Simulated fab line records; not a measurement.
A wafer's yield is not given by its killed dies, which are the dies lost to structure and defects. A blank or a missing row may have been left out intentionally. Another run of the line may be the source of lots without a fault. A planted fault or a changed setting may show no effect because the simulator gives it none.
The tool behind it: which one? -- flow nandHarc -- 13 lots, 39 wafers sampled, at 6 steps of a route of 1302

== WHAT THE GAUGES READ, wafer by wafer ==
NHARC_A_ONON_D2_THK_MEAS_02: measures by ellipsometry.
lot,measured,on,thkNm (nm)
L938,day 12 08:16,filmMetro-01,999 1001 999
L942,day 14 07:01,filmMetro-02,1024 1024 1023
L943,day 14 20:30,filmMetro-01,1007 1007 1007
L944,day 14 20:30,filmMetro-02,1021 1021 1022
L946,day 15 15:20,filmMetro-01,1001 1000 1000
L945,day 15 15:22,filmMetro-02,988 989 989
L949,day 17 03:46,filmMetro-01,999 999 1000
L950,day 18 05:28,filmMetro-01,1001 999 999
L952,day 18 11:39,filmMetro-02,996 995 996
L956,day 20 08:24,filmMetro-02,996 996 997
L957,day 20 21:35,filmMetro-02,991 991 992
L958,day 21 07:34,filmMetro-02,1006 1004 1004
L960,day 22 07:31,filmMetro-01,1006 1005 1008

NHARC_A_ONON_D2_THK_MEAS_11: measures by ellipsometry.
lot,measured,on,thkNm (nm)
L938,day 12 10:01,filmMetro-01,1010 1009 1007
L942,day 14 08:43,filmMetro-01,991 992 992
L943,day 14 22:13,filmMetro-01,995 995 996
L944,day 14 22:12,filmMetro-02,988 990 989
L946,day 15 17:02,filmMetro-02,1007 1007 1008
L945,day 15 17:03,filmMetro-01,990 990 990
L949,day 17 05:27,filmMetro-02,1006 1007 1006
L950,day 18 07:10,filmMetro-01,998 998 999
L952,day 18 13:21,filmMetro-02,1007 1009 1007
L956,day 20 10:06,filmMetro-02,1019 1021 1021
L957,day 20 23:17,filmMetro-01,999 1000 999
L958,day 21 09:16,filmMetro-02,1007 1007 1008
L960,day 22 09:14,filmMetro-01,996 997 996

NHARC_A_ONON_D2_THK_MEAS_30: measures by ellipsometry.
lot,measured,on,thkNm (nm)
L938,day 12 20:34,filmMetro-01,1002 1001 1000
L942,day 14 19:25,filmMetro-01,996 995 995
L943,day 15 08:24,filmMetro-01,982 983 982
L944,day 15 08:24,filmMetro-02,1000 1000 999
L946,day 16 03:34,filmMetro-01,1008 1008 1008
L945,day 16 03:35,filmMetro-02,994 993 993
L949,day 17 16:04,filmMetro-01,992 991 992
L950,day 18 17:23,filmMetro-01,985 986 986
L952,day 18 23:52,filmMetro-02,985 985 987
L956,day 20 20:41,filmMetro-01,1008 1008 1010
L957,day 21 10:10,filmMetro-01,1555 1553 1556
L958,day 21 19:34,filmMetro-01,1537 1537 1539
L960,day 22 19:28,filmMetro-02,994 992 991

NHARC_END_SORT_01.
lot,measured,on,killedAtArray,killedAtOther,killedAtPeriphery,killedDies,killedOpen,killedShort
L957,day 32 17:13,prober-01,663 667 674,3 1 1,11 9 2,677 677 677,4 5 9,2 1 3
L958,day 33 03:35,prober-02,673 672 676,0 1 0,4 4 1,677 677 677,4 2 4,0 1 2

== EACH LOT AND THE TOOL THAT RAN IT (in order: tool; ch and the chambers of the sampled wafers; start) ==
lot,NHARC_A_DECK1_JOINT_DEP_16,NHARC_A_ONON_D2_DEP_28
L938,"pecvd-01 ch 0,1,2, day 12 07:24","pecvdOnon-03 ch 0, day 12 20:07"
L942,"pecvd-04 ch 0,1, day 14 06:07","pecvdOnon-04 ch 0, day 14 18:54"
L943,"pecvd-02 ch 0,1,2, day 14 19:37","pecvdOnon-03 ch 0, day 15 08:01"
L944,"pecvd-04 ch 0,1,2, day 14 19:37","pecvdOnon-04 ch 0, day 15 07:54"
L946,"pecvd-04 ch 0,1, day 15 14:29","pecvdOnon-04 ch 0, day 16 03:07"
L945,"pecvd-02 ch 0,2, day 15 14:31","pecvdOnon-02 ch 0, day 16 03:11"
L949,"pecvd-02 ch 0,1,2, day 17 02:53","pecvdOnon-03 ch 0, day 17 15:40"
L950,"pecvd-04 ch 0,1, day 18 04:37","pecvdOnon-03 ch 0, day 18 16:55"
L952,"pecvd-04 ch 0,1,2, day 18 10:45","pecvdOnon-03 ch 0, day 18 23:22"
L956,"pecvd-01 ch 0,1, day 20 07:30","pecvdOnon-03 ch 0, day 20 20:17"
L957,"pecvd-01 ch 1,2, day 20 20:43","pecvdOnon-03 ch 0, day 21 09:38"
L958,"pecvd-01 ch 0,1,2, day 21 06:41","pecvdOnon-03 ch 0, day 21 19:07"
L960,"pecvd-02 ch 0,1, day 22 06:41","pecvdOnon-02 ch 0, day 22 19:05"
- NHARC_A_DECK1_JOINT_DEP_16: deposits SiO2, target thk 45 nm.
- NHARC_A_ONON_D2_DEP_28: target thk 1000 nm.

== AS READ BY THE TOOLS THEMSELVES (means over the sampled wafers that have a number; for cases with no such wafer, the mark the record gives instead) ==
NHARC_A_DECK1_JOINT_DEP_16.
lot,tool,chamberPressureTorr (Torr),heaterPowerW (W),showerheadVppV (V),throttleValvePct (%)
L938,pecvd-01,6.492,490,1839,16.5
L942,pecvd-04,6.500,546,1813,16.2
L943,pecvd-02,6.493,524,1940,16.3
L944,pecvd-04,6.499,540,1802,15.7
L946,pecvd-04,6.507,538,1821,16.1
L945,pecvd-02,6.511,534,1900,16.5
L949,pecvd-02,6.484,490,1938,16.3
L950,pecvd-04,6.514,557,1802,16.2
L952,pecvd-04,6.508,550,1827,15.8
L956,pecvd-01,6.507,623,1816,16.5
L957,pecvd-01,6.502,480,1782,16.5
L958,pecvd-01,6.498,557,1846,16.7
L960,pecvd-02,6.505,520,1920,16.2

NHARC_A_ONON_D2_DEP_28.
lot,tool,n2FlowSccm (sccm)
L938,pecvdOnon-03,2758
L942,pecvdOnon-04,2737
L943,pecvdOnon-03,2751
L944,pecvdOnon-04,2757
L946,pecvdOnon-04,2763
L945,pecvdOnon-02,2743
L949,pecvdOnon-03,2754
L950,pecvdOnon-03,2752
L952,pecvdOnon-03,2760
L956,pecvdOnon-03,2755
L957,pecvdOnon-03,2735
L958,pecvdOnon-03,2745
L960,pecvdOnon-02,2749

== THE ANSWER, worked out from the rows above alone ==
Rule: the lots themselves supply what counts as usual. Put in order of their means at a reading, lots are off if they are a third of the lots or fewer, leave a main group of 4 or more, and stand apart from it by a gap of 3 or more times the standard deviation of the main group's means; of several such gaps the widest counts. A main group whose means are all the same, to the digits that the tables above print for the reading, isn't used. A lot without any number at a reading at which 4 lots or more have one is off too. All remaining lots with rows at the step are treated as sound. The gauges are gone through in route order, then the tools' own readings, and for those a lot's mean is taken as printed above. At the first step where some lot is off, the reading lying furthest off is the one used; lots without a number count as furthest.
Off: L957, L958 (NHARC_A_ONON_D2_THK_MEAS_30, thkNm). Mean 995 nm and standard deviation 8.4 in the main group.
A tool fits if, at a process step before that reading, it ran every lot that is off, and no sound lot after the first of them. The gauges at NHARC_A_ONON_D2_THK_MEAS_30 are tried like those tools. Can't be told from this: 3 tools fit, pecvd-01 at NHARC_A_DECK1_JOINT_DEP_16, pecvdOnon-03 at NHARC_A_ONON_D2_DEP_28, filmMetro-01 at NHARC_A_ONON_D2_THK_MEAS_30.

== WHAT THE SIMULATOR PUT IN ==
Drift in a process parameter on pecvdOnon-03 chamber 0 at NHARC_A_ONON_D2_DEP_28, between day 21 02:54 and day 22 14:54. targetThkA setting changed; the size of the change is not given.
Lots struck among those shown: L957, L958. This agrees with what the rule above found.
